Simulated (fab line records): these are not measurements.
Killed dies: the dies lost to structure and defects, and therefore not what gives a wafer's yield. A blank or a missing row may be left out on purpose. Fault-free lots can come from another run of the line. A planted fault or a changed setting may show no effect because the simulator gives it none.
A lot that was struck, set against a sound lot -- flow nandHarc -- 14 out of 1302 route steps
Sound: the wafers L161.3, L161.4, L161.6. Struck: wafers L159.2, L159.5, L159.6. The cause comes at the end.
Order at every step that has rows: each side's tool, ch and its chambers, its first start. Under that, the readings that differ: sound wafers -- struck wafers -- difference of the means -- sigmas: that difference in standard deviations of wafers without a fault.
alike: a reading whose means differ by less than 2 such deviations, as well as words and numbers matching on both sides. not compared: withheld readings; readings where some wafer has no value; bounds like >300 that might hide an equal value; numbers whose values overlap and for which the record gives no deviation.
The two part at a step that has a row with sigmas, a row that says differs or no value, or rows on one side only. Numbers that don't overlap but have no deviation are shown without sigmas and don't part them. Lack of a reading on every wafer of one side parts them only where that side has two or more wafers.

NHARC_A_STAIRCASE_ETCH_253: etches the open film in C4F8/O2, target depth 50 nm, time 20.2 s.
  sound on rieDiel-10 ch 0,1,2, day 24 16:08; struck on rieDiel-02 ch 0,1, day 24 05:05
  alike: oesProductAu, rfVppV
  not compared: rfHoursCounterH
NHARC_A_STAIRCASE_STRIP_254: strips in O2.
  sound on plasmaAsher-01 ch 0,1, day 24 16:19; struck on plasmaAsher-01 ch 0,1, day 24 05:10
  alike: drypumpMotorCurrentA, heaterPowerW
  not compared: rfHoursCounterH
then, 3 steps without rows for these wafers: NHARC_A_STAIRCASE_STRIP_255 (strips in SPM, time 900 s); NHARC_A_STAIRCASE_PRECLEAN_256 (cleans in SC1); NHARC_A_STAIRCASE_SRD_257.
NHARC_A_STAIRCASE_HM_DEP_456: deposits aC, target thk 3100 nm.
  sound on aclDep-01 ch 0, day 24 18:35; struck on aclDep-01 ch 0, day 24 11:02
  alike: susceptorTempC, throttleValvePct
NHARC_A_STAIRCASE_DEP_259: deposits SiON, target thk 30 nm.
  sound on pecvd-03 ch 0,1, day 24 19:53; struck on pecvd-03 ch 0,1,2, day 24 12:39
  alike: heaterPowerW, susceptorTempC
then, 5 steps without rows for these wafers: NHARC_A_STAIRCASE_DEHYDRATE_260 (time 120 s); NHARC_A_STAIRCASE_HMDS_261 (time 30 s); NHARC_A_STAIRCASE_COAT_262; NHARC_A_STAIRCASE_SOFTBAKE_263 (time 170 s); NHARC_A_STAIRCASE_EBR_264.
NHARC_A_STAIRCASE_EXPOSE_265: exposes mask CHOP 200.
  struck on krfScanner-02, day 24 13:04; sound on krfScanner-03 ch 0, day 24 20:27
  no value came back on the struck wafers for exposureDoseMJCm2, focusOffsetNm (nm); on the sound wafers exposureDoseMJCm2 reads 24.979 25.032 25.023
  alike: mask
then, 1 step without rows for these wafers: NHARC_A_STAIRCASE_PEB_266 (peb time 130 s).

WHERE THEY PART
Within this record, at NHARC_A_STAIRCASE_EXPOSE_265 only.

WHY: whatever the simulator had introduced
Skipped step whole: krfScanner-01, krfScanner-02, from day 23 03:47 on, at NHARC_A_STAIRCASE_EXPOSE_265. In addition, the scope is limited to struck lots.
